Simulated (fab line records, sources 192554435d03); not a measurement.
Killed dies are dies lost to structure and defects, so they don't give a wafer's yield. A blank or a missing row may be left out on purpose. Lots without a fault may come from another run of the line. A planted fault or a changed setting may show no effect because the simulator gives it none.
Which tool did it? | flow n5_finfet | 11 lots, 30 wafers sampled, at 3 steps of a route of 1938

WHAT THE GAUGES READ, wafer by wafer
N5_PASSIVATION_OVL_MEAS_60. Usual: TV_OVL 1 nm, standard deviation 4.8.
lot  | measured     | on         | TV_OVL (nm) | flag
L804 | day 13 00:10 | overlay-02 | -5 6 -8     |
L807 | day 13 14:04 | overlay-01 | -4 -2 2     |
L806 | day 13 15:10 | overlay-02 | -5 -6 2     |
L809 | day 13 18:28 | overlay-02 | -6 -6 -3    |
L812 | day 14 15:13 | overlay-02 | -7 -4 -4    |
L816 | day 16 02:17 | overlay-01 | 3 2 8       |
L820 | day 17 01:57 | overlay-02 | -7 -7 -2    |
L819 | day 17 06:31 | overlay-01 | 7 -5        |
L818 | day 17 07:27 | overlay-01 | 1 7         |
L821 | day 17 22:19 | overlay-01 | 1 -1        |
L827 | day 19 01:13 | overlay-02 | 0 -3 -3     |

WHICH TOOL RAN EACH LOT (tool, then ch and the chambers of the sampled wafers, then the start)
lot  | N5_MIM_TOP_ETCH_PECVD_03        | N5_PASSIVATION_PECVD_55
L804 | pecvd-04 ch 0,1,2, day 12 21:46 | pecvd-02 ch 0,1,2, day 12 23:29
L807 | pecvd-01 ch 0,1, day 13 08:43   | pecvd-03 ch 0,1,2, day 13 10:13
L806 | pecvd-01 ch 0,1, day 13 09:50   | pecvd-03 ch 0,2, day 13 11:11
L809 | pecvd-02 ch 1,2, day 13 14:39   | pecvd-01 ch 0,2, day 13 16:20
L812 | pecvd-02 ch 0,1,2, day 14 12:02 | pecvd-03 ch 0,2, day 14 13:22
L816 | pecvd-04 ch 0,1,2, day 15 21:18 | pecvd-01 ch 0,1,2, day 15 22:47
L820 | pecvd-01 ch 1,2, day 16 23:37   | pecvd-02 ch 0,1, day 17 01:04
L819 | pecvd-02 ch 0,1, day 17 03:49   | pecvd-03 ch 1,2, day 17 05:16
L818 | pecvd-01 ch 2, day 17 05:14     | pecvd-03 ch 0,1, day 17 06:52
L821 | pecvd-02 ch 2, day 17 19:32     | pecvd-03 ch 1,2, day 17 21:19
L827 | pecvd-02 ch 0,1, day 18 20:17   | pecvd-01 ch 0,1, day 18 21:57
- N5_MIM_TOP_ETCH_PECVD_03: deposits SiNx from SiH4/NH3/N2, target thk 20 nm, time 17.6 s.
- N5_PASSIVATION_PECVD_55: deposits SiO2 from SiH4/N2O, target thk 400 nm, time 22.5 s.

WHAT THE TOOLS THEMSELVES READ (means of the sampled wafers that have a number; where no wafer has one, the mark that the record gives instead)
N5_MIM_TOP_ETCH_PECVD_03. Usual: heater_power_outer_w 446 W, standard deviation 48; heater_power_w 746 W, standard deviation 58; showerhead_plenum_p_Torr 5.14 Torr, standard deviation 0.07; throttle_valve_pct 40.6 %, standard deviation 2.7.
lot  | tool     | heater_power_outer_w (W) | heater_power_w (W) | showerhead_plenum_p_Torr (Torr) | throttle_valve_pct (%) | flag
L804 | pecvd-04 | 430                      | 721                | 5.20                            | 38.9                   |
L807 | pecvd-01 | 443                      | 755                | 5.16                            | 41.8                   |
L806 | pecvd-01 | 511                      | 825                | 5.16                            | 41.9                   |
L809 | pecvd-02 | 366                      | 641                | 5.12                            | 41.1                   |
L812 | pecvd-02 | 406                      | 686                | 5.09                            | 39.2                   |
L816 | pecvd-04 | 446                      | 746                | 5.21                            | 39.3                   |
L820 | pecvd-01 | 387                      | 694                | 5.19                            | 41.5                   |
L819 | pecvd-02 | 428                      | 708                | 5.06                            | 40.0                   |
L818 | pecvd-01 | 410                      | 749                | 5.17                            | 42.0                   |
L821 | pecvd-02 | 448                      | 744                | 5.14                            | 38.2                   |
L827 | pecvd-02 | 478                      | 772                | 5.09                            | 41.0                   |

N5_PASSIVATION_PECVD_55. Usual: heater_power_outer_w 371 W, standard deviation 54; heater_power_w 641 W, standard deviation 77; showerhead_plenum_p_Torr 8.14 Torr, standard deviation 0.086; throttle_valve_pct 52 %, standard deviation 4.3.
lot  | tool     | heater_power_outer_w (W) | heater_power_w (W) | showerhead_plenum_p_Torr (Torr) | throttle_valve_pct (%) | flag
L804 | pecvd-02 | 381                      | 645                | 8.09                            | 51                     |
L807 | pecvd-03 | 347                      | 620                | 8.16                            | 52                     |
L806 | pecvd-03 | 395                      | 691                | 8.11                            | 51                     |
L809 | pecvd-01 | 385                      | 677                | 8.12                            | 57                     |
L812 | pecvd-03 | 414                      | 709                | 8.10                            | 51                     |
L816 | pecvd-01 | 374                      | 668                | 8.17                            | 55                     |
L820 | pecvd-02 | 356                      | 609                | 8.08                            | 53                     |
L819 | pecvd-03 | 357                      | 597                | 8.21                            | 52                     |
L818 | pecvd-03 | 403                      | 678                | 8.14                            | 56                     |
L821 | pecvd-03 | 345                      | 588                | 8.21                            | 52                     |
L827 | pecvd-01 | 399                      | 686                | 8.18                            | 51                     |

THE ANSWER, worked out from the rows above alone
Rule: a lot is off if the mean of its wafers that have a number lies more than 3 standard deviations from the usual mean. A lot without any number at a reading at which 4 lots or more have one is off too. The other lots that the step has rows for count as sound. The gauges are gone through in route order, then the tools' own readings, and for those a lot's mean is taken as printed above. The first step at which some lot is off is used, and at that step the reading that is off furthest; a lot without a number counts as furthest.
No lot is off at any reading shown: from this, nothing can be told.

WHAT THE SIMULATOR HAD PUT IN
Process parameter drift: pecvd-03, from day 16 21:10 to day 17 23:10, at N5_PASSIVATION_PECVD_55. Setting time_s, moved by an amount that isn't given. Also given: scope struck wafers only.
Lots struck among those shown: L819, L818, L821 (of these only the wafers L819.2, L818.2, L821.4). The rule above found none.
